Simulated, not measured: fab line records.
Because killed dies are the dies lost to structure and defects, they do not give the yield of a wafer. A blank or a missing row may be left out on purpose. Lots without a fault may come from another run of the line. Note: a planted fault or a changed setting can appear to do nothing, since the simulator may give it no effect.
Chamber matching    flow n5_finfet    N5_MOL_CONTACT_COAG_ETCH_48 on rie_diel-06 has 4 sister chambers
The step etches SiOC in C4F6/O2, target depth 15 nm, overetch 4.5 nm, time 17 s. 14 wafers are shown with their chamber, then 7 later ones without.

WAFERS PAIRED WITH THEIR CHAMBERS
wafer   chamber  drypump_motor_current_A (A)  rf_vpp_V (V)  throttle_valve_pct (%)
L369.1  0        5.6                          1508          41.01
L369.5  2        5.5                          1585          40.32
L369.6  1        4.9                          1620          40.59
L371.2  2        5.5                          1585          40.30
L371.5  0        5.6                          1509          41.03
L371.6  1        4.9                          1619          40.61
L375.1  2        5.5                          1585          40.32
L375.4  1        5.0                          1620          40.62
L375.6  3        5.3                          1572          40.36
L384.1  3        5.3                          1571          40.36
L384.3  1        4.9                          1617          40.67
L384.4  0        5.6                          1533          40.34
L387.1  0        5.5                          1533          40.34
L387.4  3        5.3                          1571          40.37

SIGNATURES (means of the wafers above)
reading                  chamber 0  chamber 1  chamber 2  chamber 3  scatter within a chamber
drypump_motor_current_A  5.575      4.925      5.500      5.300      0.0387
rf_vpp_V                 1520.75    1619.00    1585.00    1571.33    7.79
throttle_valve_pct       40.6800    40.6225    40.3133    40.3633    0.216
Rule: for each reading, subtract the chamber's mean from the wafer's reading, divide by that reading's scatter and square the result; add these up over the readings and take the root, which gives the wafer's distance from the chamber. The wafer belongs to the nearest chamber; if the next one is less than 2 further off, it can't be placed. The scatter: the root of (the sum of the squares of (reading less its chamber's mean) over the shown wafers, divided by (wafers less chambers)).

WAFERS WITHOUT THEIR CHAMBER
wafer   drypump_motor_current_A (A)  rf_vpp_V (V)  throttle_valve_pct (%)
L387.5  5.5                          1533          40.35
L389.2  5.5                          1532          40.33
L389.3  5.5                          1582          40.34
L389.4  5.3                          1570          40.38
L391.1  5.5                          1584          40.37
L391.5  5.5                          1582          40.36
L391.6  4.9                          1617          40.65

THE CHAMBER EACH PASSED THROUGH
wafer   from the rows above  in truth
L387.5  0                    0
L389.2  0                    0
L389.3  2                    2
L389.4  3                    3
L391.1  2                    2
L391.5  2                    2
L391.6  1                    1
7 of 7 placed correctly. Can't be placed from these rows: 0. 0 placed wrongly.
